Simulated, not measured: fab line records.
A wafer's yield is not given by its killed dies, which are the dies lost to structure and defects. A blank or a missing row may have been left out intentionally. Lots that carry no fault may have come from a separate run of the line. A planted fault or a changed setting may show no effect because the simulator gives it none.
Comparing a struck lot with a sound one / flow nand-harc / 18 out of 1159 route steps
Sound: the wafers L160.1, L160.2, L160.4. Wafers struck: L166.2, L166.4, L166.6. Last of all comes the cause.
Per side, at each step with rows, come the tool, then ch with its chambers, and then its first start. Under that, the readings that differ: sound wafers / struck wafers / difference of the means / sigmas: that difference in standard deviations of wafers without a fault.
alike: a reading whose means differ by less than 2 such deviations, as well as words and numbers matching on both sides. not compared: withheld readings; readings where some wafer has no value; bounds like >300 that might hide an equal value; numbers whose values overlap and for which the record gives no deviation.
Wherever a step has rows on one side only, a row that says differs or no value, or a row with sigmas, the two part there. Non-overlapping numbers with no deviation appear without sigmas and do not part them. A reading that every wafer of one side lacks parts them only if that side has two wafers or more.

NHARC_A_STAIRCASE_CMP_472: polishes SiO2.
  sound on cmp-03 ch 0,2,3, day 14 07:58; struck on cmp-03 ch 0,3, day 16 00:32
  alike: motor-current-A
next, for these wafers, 1 step has no rows: NHARC_A_STAIRCASE_SRD_474.
NHARC_A_STAIRCASE_INSPECT_155:
  sound on defect-inspect-02, day 14 08:19; struck on defect-inspect-01, day 16 00:52
  alike: raw-defect-count
NHARC_A_SGD_CUT_DEP_00: deposits SiNx, target thk 50 nm.
  sound on pecvd-04 ch 0,2, day 14 08:25; struck on pecvd-01 ch 0,1, day 16 00:56
  alike: heater-power-w, rf-fwd-power-W, susceptor-temp-C
then, 7 steps without rows for these wafers: NHARC_A_SGD_CUT_DEHYDRATE_01 (time 120 s); NHARC_A_SGD_CUT_HMDS_02 (time 30 s); NHARC_A_SGD_CUT_COAT_56 (time 75 s); NHARC_A_SGD_CUT_COAT_57 (time 65 s); NHARC_A_SGD_CUT_COAT_03 (resist thk 90 nm); NHARC_A_SGD_CUT_SOFTBAKE_04 (time 55 s); NHARC_A_SGD_CUT_EBR_05.
NHARC_A_SGD_CUT_EXPOSE_06: exposes mask SGD.
  sound on arfi-scanner-01 ch 0, day 14 08:58; struck on arfi-scanner-02 ch 0, day 16 01:32
reading=model.A_SGD_CUT.overlay-x-nm (nm); sound=0.6924 0.6924 0.6924; struck=6.215 6.215 6.215; difference=+5.523; sigmas=
  alike: mask
then, 2 steps without rows for these wafers: NHARC_A_SGD_CUT_PEB_07 (peb time 65 s); NHARC_A_SGD_CUT_DEVELOP_08 (develop time 35 s).
NHARC_A_SGD_CUT_CD_MEAS_09: the cd target is 100 nm.
  sound on cd-sem-03 ch 0, day 14 09:06; struck on cd-sem-01 ch 0, day 16 01:40
  alike: cd-nm
NHARC_A_SGD_CUT_OVL_MEAS_10:
  sound on overlay-02, day 14 09:11; struck on overlay-01, day 16 01:55
reading=overlay-x-nm (nm); sound=1.0 0.6 0.7; struck=6.4 6.4 6.7; difference=+5.7; sigmas=+7
  alike: overlay-y-nm
  not compared: hold
NHARC_A_SGD_CUT_INSPECT_11:
  sound on defect-inspect-02, day 14 09:14; struck on defect-inspect-01, day 16 05:01
reading=hold; sound=- - -; struck=await-dispo/3.1h/release await-dispo/3.1h/release await-dispo/3.1h/release; difference=no value on the sound wafers; sigmas=
  alike: raw-defect-count
next, for these wafers, 1 step has no rows: NHARC_END_SORT_01.

WHERE THEY PART
First at NHARC_A_SGD_CUT_OVL_MEAS_10; last, within this record, at NHARC_A_SGD_CUT_INSPECT_11.

WHY: what the simulator had put in
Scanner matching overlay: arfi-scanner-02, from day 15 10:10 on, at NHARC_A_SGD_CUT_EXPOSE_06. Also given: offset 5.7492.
